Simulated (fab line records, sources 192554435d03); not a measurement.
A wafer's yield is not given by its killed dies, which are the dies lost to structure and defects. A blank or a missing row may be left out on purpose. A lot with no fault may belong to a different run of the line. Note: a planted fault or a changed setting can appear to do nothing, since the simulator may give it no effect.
fab line records    flow n5-finfet
record lots=5  wafers=15  last-day=17
route steps=1938 shown HKMG_FIN@457 GATE_CUT@465 BEOL_M4@1111 PASSIVATION@1936
lots with no fault: from the same line, run without faults
start-h: start of the lot's first displayed wafer, in hours after the record's first day    wait-h: hours since the lot's step before    " repeats the value in the row above    L1.1+2: a row that stands for several wafers    - no value present, or no start provided    * or withheld: withheld    < > ~ a bound
route shown NAME@n: a module of which the file shows steps, and the number in the route of the first    usual: mean/standard deviation taken from wafers without a fault    same: alike in all rows    chamber/n: place in a boat    sites: per-site readings    _std_site: the standard deviation of these    _edge_site: inner sites' mean taken away from outer sites' mean    radius-mm: for every site, how far away it sits from the centre of the wafer    mask NAME#n: copy n    behind: the tool/chamber that last shaped the wafer    hold: why the lot was held/for how many hours/how that ended    device: transistor that didn't switch, given as n, p or np    end of line: the route-end tests of the same wafers    a step without rows: its recipe alone    killed: dies lost to structure and defects at the first sort, not the wafer's yield    map: shows each die of a wafer: x if killed, . if not, _ if none is there
set.NAME: the run value of the setting; set.NAME@STEP: its run value at that earlier step    model.NAME: the simulator's own value behind a step, which no gauge read
a table for each step, a row for each wafer; lots at some steps of the route
services: a tool's chamber out of use, with start hour (start-h, from the record's first day; less than 0 if before it), hours out, and reason
## steps
# step N5_HKMG_FIN_ALD_72
# recipe material=W  target-thk-a=20  temp-c=300  pressure-torr=7.5  ald-precursor-family=WF6  ald-co-reactant=B2H6  pulse-time-s=1  purge-time-s=2  co-reactant-purge-time-s=2  co-reactant-pulse-time-s=3  ald-cycles=7
# step N5_HKMG_FIN_W_FILL_22
# recipe material=W  target-thk-a=600  temp-c=400  pressure-torr=39.4  time-s=18.2
# usual heater-power-w=853/150  throttle-valve-pct=19.4/0.57
lot.wafer  tool      chamber  start-h  wait-h  heater-power-w  throttle-valve-pct
L979.3     cvd-w-01  0        89.87    0.0     1075            19.6
L979.5     "         0        "        "       1050            19.3
L979.6     "         1        "        "       729             18.6
L980.2     cvd-w-01  0        97.91    0.0     1059            19.5
L980.3     "         1        "        "       742             19.0
L980.5     "         0        "        "       1065            19.7
L984.1     cvd-w-02  0        124.04   0.0     714             19.8
L984.3     "         1        "        "       858             18.7
L984.6     "         1        "        "       879             18.5
L989.4     cvd-w-01  1        152.66   0.0     703             19.0
L989.5     "         1        "        "       739             19.0
L989.6     "         0        "        "       1076            19.6
L998.1     cvd-w-01  0        206.18   0.0     1095            20.2
L998.5     "         0        "        "       1076            20.1
L998.6     "         1        "        "       739             19.2
# step N5_HKMG_FIN_PRECLEAN_83
# recipe chemistry=DIW  time-s=57.5  temp-c=23
# step N5_HKMG_FIN_SRD_84
# recipe dry-time-s=32  dry=n2-spin  spin-rpm=1500
# step N5_HKMG_FIN_CMP_23
# recipe stop-on=SiNx  t-overpolish-s=10  post-cmp-clean=rinse-only  down-force-psi=4  platen-rpm=50.289  pad-velocity-m-s=1.0006  target-thk-nm=46.326
# step N5_HKMG_FIN_CMP_94
# recipe stop-on=SiNx  post-cmp-clean=w-dilute-nh4oh  t-overpolish-s=4.7  down-force-psi=4  platen-rpm=50.289  pad-velocity-m-s=1.0006  target-thk-nm=43.299
# usual motor-current-A=12.1/1.4  slurry-flow-ml-min=150.0/0.43
lot.wafer  tool    chamber  start-h  wait-h  motor-current-A  slurry-flow-ml-min
L979.3     cmp-01  0        90.45    0.4     10.5             150.7
L979.6     "       0        "        "       10.4             150.2
L979.5     "       1        "        "       11.6             149.8
L980.2     cmp-03  2        98.56    0.3     14.8             149.7
L980.3     "       0        "        "       12.5             149.9
L980.5     "       1        "        "       11.7             150.6
L984.1     cmp-01  3        124.66   0.3     13.2             149.6
L984.3     "       1        "        "       11.6             149.4
L984.6     "       3        "        "       13.4             150.5
L989.4     cmp-03  0        153.25   0.4     12.3             150.0
L989.6     "       0        "        "       13.8             149.8
L989.5     "       1        "        "       12.3             150.6
L998.1     cmp-03  1        206.86   0.2     11.2             150.3
L998.6     "       2        "        "       15.3             150.2
L998.5     "       3        "        "       9.2              150.5
# step N5_HKMG_FIN_INSPECT_28
# recipe inspect-instrument=darkfield  mode=post-cmp
# usual raw-defect-count=44/16
lot.wafer  tool               chamber  start-h  wait-h  raw-defect-count
L979.3     defect-inspect-01  -        90.68    0.0     63
L979.5     "                  -        "        "       46
L979.6     "                  -        "        "       62
L980.2     defect-inspect-01  -        98.76    0.0     63
L980.3     "                  -        "        "       34
L980.5     "                  -        "        "       63
L984.1     defect-inspect-01  -        124.86   0.0     23
L984.3     "                  -        "        "       37
L984.6     "                  -        "        "       35
L989.4     defect-inspect-01  -        153.48   0.0     47
L989.5     "                  -        "        "       44
L989.6     "                  -        "        "       52
L998.1     defect-inspect-01  -        207.00   0.0     45
L998.5     "                  -        "        "       37
L998.6     "                  -        "        "       47
# step N5_GATE_CUT_ETCHBACK_00
# recipe chemistry=SF6/Cl2  target=W  pressure-mtorr=8  icp-w=900  bias-w=80  SF6_flow_sccm=40  Cl2_flow_sccm=60
# step N5_GATE_CUT_ETCH_56
# recipe chemistry=Cl2/Ar  target=TiN  target-depth-a=216  pressure-mtorr=10  icp-w=600  bias-w=60  Cl2_flow_sccm=40  Ar_flow_sccm=60
# usual drypump-motor-current-A=5.5/0.64  mfc-ar-sccm=60.00/0.2  oes-product-au=0.85/0.067  rf-fwd-power-W=596.1/2.3  throttle-valve-pct=20.66/0.18
lot.wafer  tool          chamber  start-h  wait-h  drypump-motor-current-A  mfc-ar-sccm  oes-product-au  rf-fwd-power-W  rf-hours-counter-h  throttle-valve-pct
L979.3     rie-metal-01  0        90.87    0.1     6.1                      60.15        0.84            598.1           -                   20.49
L979.5     "             1        "        "       5.0                      60.35        0.76            590.4           -                   21.04
L979.6     "             0        "        "       6.1                      59.91        0.84            597.5           -                   20.50
L980.2     rie-metal-01  0        98.92    0.1     6.1                      60.00        0.85            601.2           20                  20.50
L980.3     "             0        "        "       6.1                      59.96        0.85            599.1           -                   20.51
L980.5     "             1        "        "       5.0                      59.94        0.76            594.1           -                   21.03
L984.1     rie-metal-03  0        125.02   0.1     4.7                      60.14        0.96            596.8           6                   20.51
L984.3     "             0        "        "       4.7                      59.94        0.96            595.2           -                   20.49
L984.6     "             1        "        "       6.2                      59.75        0.85            597.8           -                   20.64
L989.4     rie-metal-02  1        153.66   0.1     5.3                      60.12        0.90            598.4           -                   20.80
L989.5     "             0        "        "       6.1                      60.06        0.78            595.6           -                   20.53
L989.6     "             1        "        "       5.2                      59.99        0.90            600.5           -                   20.80
L998.1     rie-metal-01  0        207.16   0.1     6.2                      59.79        0.82            599.3           29                  20.53
L998.5     "             1        "        "       5.0                      59.86        0.74            593.0           -                   21.05
L998.6     "             0        "        "       6.1                      59.67        0.81            599.0           -                   20.52
# step N5_GATE_CUT_ETCHBACK_30
# recipe chemistry=Cl2/Ar  target=TiN  target-depth-a=30  mode=isotropic  pressure-mtorr=10  icp-w=600  bias-w=60  Cl2_flow_sccm=40  Ar_flow_sccm=60
# usual drypump-motor-current-A=5.5/0.64  mfc-ar-sccm=59.98/0.19  oes-product-au=0.85/0.067  throttle-valve-pct=20.66/0.18
lot.wafer  tool          chamber  start-h  wait-h  drypump-motor-current-A  mfc-ar-sccm  oes-product-au  rf-hours-counter-h  throttle-valve-pct
L979.3     rie-metal-01  0        90.94    0.0     6.1                      60.27        0.85            -                   20.51
L979.5     "             1        "        "       5.0                      59.85        0.75            -                   21.03
L979.6     "             0        "        "       6.1                      60.14        0.86            -                   20.49
L980.2     rie-metal-01  0        99.01    0.1     6.1                      59.75        0.84            20                  20.51
L980.3     "             0        "        "       6.1                      60.24        0.85            -                   20.51
L980.5     "             1        "        "       5.0                      59.89        0.76            -                   21.03
L984.1     rie-metal-03  0        125.11   0.1     4.7                      59.72        0.95            6                   20.52
L984.3     "             0        "        "       4.7                      60.15        0.95            -                   20.50
L984.6     "             1        "        "       6.2                      60.09        0.84            -                   20.66
L989.4     rie-metal-02  1        153.73   0.0     5.2                      60.11        0.89            -                   20.80
L989.5     "             0        "        "       6.0                      59.81        0.79            -                   20.49
L989.6     "             1        "        "       5.2                      59.83        0.90            -                   20.80
L998.1     rie-metal-01  0        207.25   0.1     6.2                      59.83        0.82            29                  20.53
L998.5     "             1        "        "       5.0                      59.86        0.74            -                   21.07
L998.6     "             0        "        "       6.2                      60.08        0.82            -                   20.51
# step N5_GATE_CUT_VAPOR_ETCH_60
# recipe chemistry=BCl3/Cl2  target=HfO2  mode=isotropic
# step N5_GATE_CUT_ETCH_58
# recipe chemistry=CH3F/O2  target=SiNx  target-depth-a=170  time-s=128.6  ion-energy-ev=50  pressure-mtorr=30  source-w=415  bias-w=21  Ar_flow_sccm=150  CH3F_flow_sccm=30  O2_flow_sccm=20
# usual drypump-motor-current-A=5.8/0.46  mfc-ar-sccm=150.0/0.45  oes-product-au=0.80/0.096  rf-fwd-power-W=413.7/1.4  rf-vpp-V=98.9/0.92  showerhead-plenum-p-Torr=1.97/0.04  throttle-valve-pct=16.39/0.26
lot.wafer  tool         chamber  start-h  wait-h  drypump-motor-current-A  mfc-ar-sccm  oes-product-au  rf-fwd-power-W  rf-hours-counter-h  rf-vpp-V  showerhead-plenum-p-Torr  throttle-valve-pct  model.etch.depth-nm
L979.3     rie-diel-03  2        91.01    0.0     5.6                      150.4        0.74            413.4           162                 98.5      2.01                      16.73               16.44
L979.5     "            1        "        "       5.6                      149.3        0.71            414.3           -                   99.5      1.97                      16.76               16.93
L979.6     "            2        "        "       5.6                      150.9        0.73            414.2           -                   99.6      2.01                      16.73               16.47
L980.2     rie-diel-01  2        99.09    0.0     6.0                      149.4        0.67            414.6           234                 99.2      1.97                      16.66               17.08
L980.3     "            0        "        "       6.1                      149.3        0.69            411.2           249                 98.5      1.96                      16.62               17.02
L980.5     "            2        "        "       6.1                      149.9        0.67            415.5           -                   98.0      1.97                      16.65               17.13
L984.1     rie-diel-03  2        125.25   0.1     5.6                      149.8        0.73            413.0           174                 98.9      2.00                      16.76               16.44
L984.3     "            3        "        "       5.0                      149.7        0.72            413.7           195                 97.6      1.90                      16.41               16.94
L984.6     "            0        "        "       6.0                      149.6        0.95            412.1           -                   99.3      2.03                      16.18               17.09
L989.4     rie-diel-03  1        153.80   0.0     5.7                      150.7        0.69            413.6           224                 99.1      1.96                      16.78               16.91
L989.5     "            0        "        "       6.0                      150.8        0.92            416.2           -                   100.1     2.03                      16.20               16.97
L989.6     "            3        "        "       5.0                      150.8        0.72            414.8           -                   98.7      1.90                      16.43               17.04
L998.1     rie-diel-01  2        207.42   0.1     6.0                      149.8        0.97            514.5           17                  92.4      1.96                      16.29               18.61
L998.5     "            0        "        "       6.1                      150.3        0.90            413.3           -                   96.7      1.95                      16.16               17.16
L998.6     "            3        "        "       6.7                      150.8        0.74            414.4           -                   99.7      2.00                      16.32               17.18
# step N5_GATE_CUT_STRIP_59
# recipe chemistry=N2/H2  time-s=20  power-w=100  temp-c=40  pressure-mtorr=100  rf-frequency-hz=6e+07  bias-power-w=3  n2-flow-sccm=300  h2-flow-sccm=300
# usual drypump-motor-current-A=5.8/0.46  oes-product-au=0.80/0.099  rf-vpp-V=45.3/0.85  showerhead-plenum-p-Torr=3.32/0.07  throttle-valve-pct=12.29/0.3
lot.wafer  tool         chamber  start-h  wait-h  drypump-motor-current-A  oes-product-au  rf-hours-counter-h  rf-vpp-V  showerhead-plenum-p-Torr  throttle-valve-pct
L979.3     rie-diel-03  2        91.11    0.1     5.6                      0.74            162                 45.1      3.37                      12.52
L979.5     "            1        "        "       5.7                      0.70            -                   46.0      3.35                      12.73
L979.6     "            2        "        "       5.6                      0.74            -                   43.8      3.37                      12.53
L980.2     rie-diel-01  2        99.19    0.1     6.1                      0.67            234                 46.5      3.34                      12.72
L980.3     "            0        "        "       6.1                      0.69            249                 44.8      3.31                      12.49
L980.5     "            2        "        "       6.0                      0.67            -                   45.2      3.34                      12.72
L984.1     rie-diel-03  2        125.35   0.1     5.6                      0.73            174                 45.5      3.36                      12.56
L984.3     "            3        "        "       5.0                      0.73            195                 46.1      3.22                      12.38
L984.6     "            0        "        "       6.0                      0.95            -                   45.6      3.45                      12.11
L989.4     rie-diel-03  1        153.91   0.1     5.7                      0.69            224                 44.9      3.34                      12.79
L989.5     "            0        "        "       6.0                      0.94            -                   44.0      3.45                      12.15
L989.6     "            3        "        "       5.0                      0.72            -                   44.9      3.21                      12.38
L998.1     rie-diel-01  2        207.52   0.1     6.0                      0.91            17                  46.1      3.32                      12.17
L998.5     "            0        "        "       6.1                      0.91            -                   45.1      3.30                      11.92
L998.6     "            3        "        "       6.7                      0.73            -                   44.7      3.38                      12.25
# step N5_BEOL_M4_RC_MEAS_101
# usual DIBL_N=35.8/1.8  DIBL_P=35.9/2.2  IOFF_N=0.16/0.035  IOFF_P=0.21/0.04  ION_N=672/11  ION_P=461/7.4  SS_N=71.4/0.64  SS_P=73.2/0.67  VT_N=250/3.5  VT_P=-251/3.4
lot.wafer  tool       chamber  start-h  wait-h  DIBL_N[mV/V]  DIBL_P[mV/V]  IOFF_N[nA/um]  IOFF_P[nA/um]  ION_N[uA/um]  ION_P[uA/um]  SS_N[mV/dec]  SS_P[mV/dec]  VT_N[mV]  VT_P[mV]
L979.3     prober-02  0        166.08   0.5     34.0          34.0          0.12           0.18           662           454           71.3          72.9          255       -252
L979.5     "          0        "        "       36.7          36.9          0.16           0.23           676           465           70.9          73.5          251       -249
L979.6     "          0        "        "       33.0          32.3          0.11           0.16           674           460           71.3          72.9          254       -256
L980.2     prober-02  0        183.59   0.2     31.9          29.9          0.10           0.15           648           449           70.3          72.2          257       -255
L980.3     "          0        "        "       36.8          36.2          0.18           0.24           679           465           71.6          73.2          249       -249
L980.5     "          0        "        "       36.0          36.3          0.17           0.23           674           466           71.3          72.9          249       -247
L984.1     prober-01  0        209.06   0.0     39.2          39.8          0.21           0.28           683           471           72.4          74.1          247       -248
L984.3     "          0        "        "       35.0          34.5          0.13           0.18           677           461           71.0          72.1          253       -249
L984.6     "          0        "        "       35.9          35.9          0.14           0.21           664           465           72.0          72.6          251       -253
L989.4     prober-02  0        251.51   0.5     35.0          34.2          0.12           0.18           650           452           70.9          73.1          256       -254
L989.5     "          0        "        "       33.5          32.6          0.11           0.16           661           454           70.9          72.0          252       -254
L989.6     "          0        "        "       36.3          36.6          0.15           0.22           666           458           70.8          73.9          252       -249
L998.1     prober-01  0        287.79   0.0     30.4          29.3          0.08           0.11           638           447           69.6          72.1          261       -257
L998.5     "          0        "        "       33.8          33.5          0.11           0.15           665           456           71.1          73.0          253       -256
L998.6     "          0        "        "       38.0          38.3          0.19           0.23           689           467           71.5          74.1          247       -249
# step N5_PASSIVATION_PROBE_49
# usual defect-limited-yield=91.0/1.5  killed_at_M0_to_M3=34/9.1  killed_at_M4_up=14/5.7  killed-at-contacts=13/5.7  killed-at-front-end=42/12  killed-at-other=4/3.4  killed-dies=106/17  killed-open=70/13  killed-short=34/7.5  sort_bin_5_function=5.2/0.94  sort_bin_6_memory=3.4/0.69  sort_bin_8_speed=0.00/0.029  sort-n-pass=1074/17  sort-yield-pct=91.0/1.5
# same gross-dies=1180  killed-at-back-side=0  sort_bin_4_leakage[%]=0
lot.wafer  tool       chamber  start-h  wait-h  defect-limited-yield[%]  killed_at_M0_to_M3  killed_at_M4_up  killed-at-contacts  killed-at-front-end  killed-at-other  killed-dies  killed-open  killed-short  sort_bin_5_function[%]  sort_bin_6_memory[%]  sort_bin_8_speed[%]  sort-n-pass  sort-yield-pct[%]
L984.1     prober-01  -        320.35   0.0     89.7                     40                  4                18                  53                   6                121          97           23            6.2                     3.7                   0                    1059         89.7
L984.3     prober-01  -        320.45   0.1     91.7                     37                  13               13                  30                   5                98           65           32            4.7                     3.1                   0                    1082         91.7
L984.6     prober-01  -        320.60   0.3     93.4                     22                  10               8                   34                   4                78           58           20            3.7                     2.7                   0                    1102         93.4
# killed by level:class
L984.1 STI_FIN_REVEAL:geometric-particle:open=20 MOL_CONTACT_COAG:geometric-particle:open=18 FIN_SAQP:geometric-particle:open=13 BEOL_M0_SAQP:geometric-particle:open=11 BEOL_M3:geometric-particle:open=10 BEOL_M0_SAQP:geometric-particle:short=6 BEOL_M0:geometric-particle:open=5 STARTING-WAFER:geometric-particle:open=5
L984.3 MOL_CONTACT_COAG:geometric-particle:open=12 BEOL_M2:geometric-particle:open=8 BEOL_M0_SAQP:geometric-particle:short=7 FIN_SAQP:geometric-particle:short=6 FIN_SAQP:geometric-particle:open=6 BEOL_M4:geometric-particle:open=6 BEOL_M3:geometric-particle:open=6 GATE_CUT:geometric-particle:short=5
L984.6 FIN_SAQP:geometric-particle:open=13 BEOL_M1:geometric-particle:open=6 DUMMY_GATE:geometric-particle:open=5 MOL_CONTACT_COAG:geometric-particle:open=5 BEOL_M0_SAQP:geometric-particle:short=5 BEOL_M4:geometric-particle:open=5 FIN_SAQP:geometric-particle:short=3 STI_FIN_REVEAL:geometric-particle:open=3
## services
tool          chamber  start-h  hours  kind
cmp-03        -        65.88    4.0    pm
rie-diel-03   0        77.62    -      clean
rie-diel-03   0        77.62    -      consumable-replace:focus-ring
rie-diel-03   0        77.62    13.9   scheduled-down
rie-diel-03   0        77.62    13.9   vent-cycle
cvd-w-01      -        77.82    6.0    pm
rie-metal-02  -        77.89    10.0   pm
cmp-01        -        99.22    3.3    repair
rie-diel-01   0        103.00   -      clean
rie-diel-01   0        103.00   -      consumable-replace:focus-ring
rie-diel-01   0        103.00   27.2   scheduled-down
rie-diel-03   1        103.40   9.8    repair
cvd-w-01      -        104.45   1.2    repair
cvd-w-01      1        108.30   4.6    repair
cmp-03        -        119.06   4.5    repair
cmp-03        -        129.43   6.3    repair
cvd-w-02      1        132.96   2.9    repair
rie-diel-01   3        161.64   11.6   repair
rie-diel-03   3        167.69   6.6    repair
cmp-01        -        173.70   4.0    pm
cvd-w-02      1        190.39   2.4    repair
cmp-01        -        190.44   1.3    repair
cmp-03        -        204.80   1.4    repair
cvd-w-02      -        205.70   6.9    pm
## key
first-sign step=N5_GATE_CUT_ETCH_58  reading=rf-fwd-power-W  direction=up  sigmas=74  usual=*  struck=*
effect step=N5_GATE_CUT_ETCH_58  reading=rf-vpp-V  direction=down  sigmas=7.1  usual=98.9  struck=92.4
model-effect step=N5_GATE_CUT_ETCH_58  value=etch.depth-nm  without=17.27  struck=18.61
met-at N5_GATE_CUT_ETCH_58
struck-wafers L998.1
onset-between 99.09 207.42
fault kind=process-parameter-drift  tool=rie-diel-01  chamber=2  onset-h=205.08  steps=N5_GATE_CUT_ETCH_58  channel=source-w  offset=99.6  shape=step  end-h=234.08  acts-in=these-recipes-only  stated=415
